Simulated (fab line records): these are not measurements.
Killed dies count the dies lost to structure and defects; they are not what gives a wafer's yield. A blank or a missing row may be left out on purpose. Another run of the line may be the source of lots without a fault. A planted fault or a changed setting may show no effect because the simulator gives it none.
Split-lot study | flow n5 finfet | 39 wafers read from 7 lots, route of 1938 steps

## THE SPLIT
At N5_HKMG_FIN_EXPOSE_09 (exposes mask NWFM), the setting dose mj was moved away from the recipe's 39.25 on 12 of the 39 wafers read, by -6.0% to +5.3%. For the rest of the wafers, this setting stayed at what the recipe calls for.

## FROM THE SPLIT TO THE READING: what the file shows between them, 2 steps
- N5_HKMG_FIN_PEB_10: peb time 60 s
- N5_HKMG_FIN_DEVELOP_11: develop time 30 s

## THE READING
Shown in nm: cd nm at N5_HKMG_FIN_CD_MEAS_12, with target cd 92.8 nm. A value of 92.5 nm with a standard deviation of 0.53 nm is what fault-free wafers of this fab line usually give.

wafer  | tool, chamber at the split | dose mj as run | against the recipe | cd nm, nm | against lot-mates on the recipe
L075.1 | arfi scanner-01, 0         | 39.25          | recipe             | 92.2      | -
L075.2 | arfi scanner-01, 0         | 39.25          | recipe             | 91.5      | -
L075.3 | arfi scanner-01, 0         | 39.25          | recipe             | 91.3      | -
L075.4 | arfi scanner-01, 0         | 39.25          | recipe             | 92.1      | -
L075.5 | arfi scanner-01, 0         | 39.25          | recipe             | 91.5      | -
L075.6 | arfi scanner-01, 0         | 39.25          | recipe             | 91.7      | -
L077.1 | arfi scanner-02, 0         | 39.25          | recipe             | 92.1      | -
L077.2 | arfi scanner-02, 0         | 39.25          | recipe             | 92.7      | -
L077.3 | arfi scanner-02, 0         | 39.25          | recipe             | 92.8      | -
L077.4 | arfi scanner-02, 0         | 40.87          | +4.1%              | 95.5      | +3.0
L077.5 | arfi scanner-02, 0         | 40.87          | +4.1%              | 95.5      | +3.0
L077.6 | arfi scanner-02, 0         | 40.87          | +4.1%              | 94.6      | +2.1
L080.1 | arfi scanner-01, 0         | 39.25          | recipe             | 92.7      | -
L080.2 | arfi scanner-01, 0         | 36.88          | -6.0%              | 88.0      | -4.8
L080.3 | arfi scanner-01, 0         | 39.25          | recipe             | 92.8      | -
L080.4 | arfi scanner-01, 0         | 39.25          | recipe             | 92.8      | -
L080.5 | arfi scanner-01, 0         | 36.88          | -6.0%              | 88.1      | -4.7
L080.6 | arfi scanner-01, 0         | 36.88          | -6.0%              | 87.7      | -5.1
L082.1 | arfi scanner-03, 0         | 39.25          | recipe             | 92.6      | -
L082.2 | arfi scanner-03, 0         | 39.25          | recipe             | 92.7      | -
L082.3 | arfi scanner-03, 0         | 39.25          | recipe             | 93.0      | -
L082.4 | arfi scanner-03, 0         | 39.25          | recipe             | 92.3      | -
L082.5 | arfi scanner-03, 0         | 39.25          | recipe             | 92.5      | -
L082.6 | arfi scanner-03, 0         | 39.25          | recipe             | 92.2      | -
L083.1 | arfi scanner-02, 0         | 39.25          | recipe             | 92.9      | -
L083.2 | arfi scanner-02, 0         | 37.63          | -4.1%              | 89.9      | -2.1
L083.3 | arfi scanner-02, 0         | 39.25          | recipe             | 92.0      | -
L083.4 | arfi scanner-02, 0         | 37.63          | -4.1%              | 89.9      | -2.1
L083.5 | arfi scanner-02, 0         | 39.25          | recipe             | 91.1      | -
L083.6 | arfi scanner-02, 0         | 37.63          | -4.1%              | 90.2      | -1.8
L087.1 | arfi scanner-03, 0         | 41.32          | +5.3%              | 95.8      | +2.7
L087.2 | arfi scanner-03, 0         | 39.25          | recipe             | 93.4      | -
L087.3 | arfi scanner-03, 0         | 39.25          | recipe             | 93.0      | -
L087.4 | arfi scanner-03, 0         | 41.32          | +5.3%              | 96.7      | +3.6
L087.5 | arfi scanner-03, 0         | 39.25          | recipe             | 93.0      | -
L087.6 | arfi scanner-03, 0         | 41.32          | +5.3%              | 97.4      | +4.3
L097.1 | arfi scanner-03, 0         | 39.25          | recipe             | 92.5      | -
L097.4 | arfi scanner-03, 0         | 39.25          | recipe             | 92.4      | -
L097.5 | arfi scanner-03, 0         | 39.25          | recipe             | 92.6      | -

FIT RESULTS
A straight line over all 39 wafers: cd nm changes by +0.72 nm for each +1% of dose mj; r = +0.96; the points scatter about the line by 0.57 nm.
The same after taking each lot's own level away (the mean of its wafers on the recipe; 39 wafers): +0.68 nm for each +1%; r = +0.97; scatter 0.48 nm.
That fit puts the effect of the largest move of dose mj on the reading at 4.1 nm.
The span of the lots' own levels, 91.72 to 93.13 nm, comes to 2.7 times the standard deviation stated above.
Hence the lot-to-lot level has little effect on the slope; both slopes agree.
Check: -4.01 nm against its lot-mates is what the line predicts for one of the wafers moved furthest among these (-6.0%) when that wafer is left out of the fit. Against them it came out at -4.77 nm.

## OTHER SPLITS APPLIED TO THESE WAFERS
Before the reading, these wafers also passed through other splits. Each is held against what the fit with the lots' levels taken away leaves over:
other split on the same wafers               | wafers away from the commonest value | r with cd nm (lot level and that fit taken away)
N5_WELL_APT_EXPOSE_22 dose mj                | 18                                   | -0.11
N5_PMOS_HMC_CHANNEL_EPI_EPI_20 pressure torr | 18                                   | +0.22
N5_DUMMY_GATE_ETCH_37 source w               | 9                                    | +0.04

## FILE'S OWN FIT
cd nm changes by +0.682 nm for each +1% of dose mj, r = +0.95.
